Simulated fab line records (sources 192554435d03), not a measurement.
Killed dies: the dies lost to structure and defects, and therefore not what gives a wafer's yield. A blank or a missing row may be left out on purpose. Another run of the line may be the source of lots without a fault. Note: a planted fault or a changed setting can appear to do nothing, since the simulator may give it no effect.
Code-filled problem report in 8D (eight disciplines) form	flow n5Finfet	the parts of the form that need people (team, actions taken, sign-off) are left out

1. WHAT IS WRONG
Wafers without a fault read 125.1 s, standard deviation 0.67; runLengthS at N5_BEOL_M2_CO_CAP_55 reads a mean of 56.2 s on 2 wafers belonging to 2 lots. So: -99 or more standard deviations from the usual mean.
The step: material Co, precursor CCTBA/H2, target thk 2 nm, time 102.1 s.
Seen first at day 10 23:25 on cvdCo-02, wafer L761.2. At this step, 29 wafers from 10 lots have a number in the record. The rule behind "out" and "out of limits": a value lying over 4 standard deviations away from the usual mean. The other wafers with a number count as sound.

2. WHAT IT IS, WHAT IT ISN'T
question	is	is not
which readings at this step	runLengthS	heaterPowerW
which lots	L761, L762	L748, L750, L751, L754, L756, L757, L758, L760
which wafers of those lots	L761.2, L762.2	L761.3, L761.5, L762.5, L762.6
read on which tools	cvdCo-02	cvdCo-01
when	from day 10 23:25	up to then (25 sound wafers); but 2 sound wafers of L762 came after

3. WHAT RULES OUT EACH SUSPECT
Counting: any tool at a process step up to the reading remains a suspect provided it ran every lot that is out. Sound lots after the first of them don't rule it out here, since some wafers of a struck lot are sound.
- cvdCo-02 at N5_BEOL_M2_CO_CAP_55 (material Co, precursor CCTBA/H2, target thk 2 nm, time 102.1 s): kept. It ran every lot that is out, first L761 (day 10 23:25); its last sound lot up to then is L760 (day 10 18:49). Its own runLengthS readings are out on those wafers.
Remaining after the count: cvdCo-02 at N5_BEOL_M2_CO_CAP_55.

4. THE CAUSE (what the simulator had put in)
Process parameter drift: cvdCo-02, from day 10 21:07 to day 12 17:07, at N5_BEOL_M2_CO_CAP_55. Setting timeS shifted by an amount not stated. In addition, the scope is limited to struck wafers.
Counting left only this tool.

5. THE EFFECT CHAIN, in route order
Each row: a reading whose mean over the struck wafers that have a number lies more than 3 standard deviations from the usual. Scope: only readings with a usual standard deviation given in the record; hours: median across lots of the time from each lot's start at the first step in this table that gives one to its start at this step; sigmas: change in usual standard deviations.
hours	step	reading	usual	on struck wafers	change	sigmas
0	N5_BEOL_M2_CO_CAP_55	runLengthS	125.1 s	56.2	-68.9	-99 or more
The process steps in it:
- N5_BEOL_M2_CO_CAP_55: material Co, precursor CCTBA/H2, target thk 2 nm, time 102.1 s.
Later measuring or inspecting steps at which every struck wafer that the step has a row for has a number for every such reading, and none has moved that far: N5_BEOL_M2_RS_MEAS_58, N5_BEOL_M4_RC_MEAS_101.

6. HOW IT WOULD HAVE BEEN CAUGHT EARLIER
In this record the first reading out of limits was taken at day 10 23:25, 2 hours after the fault began at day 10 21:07.
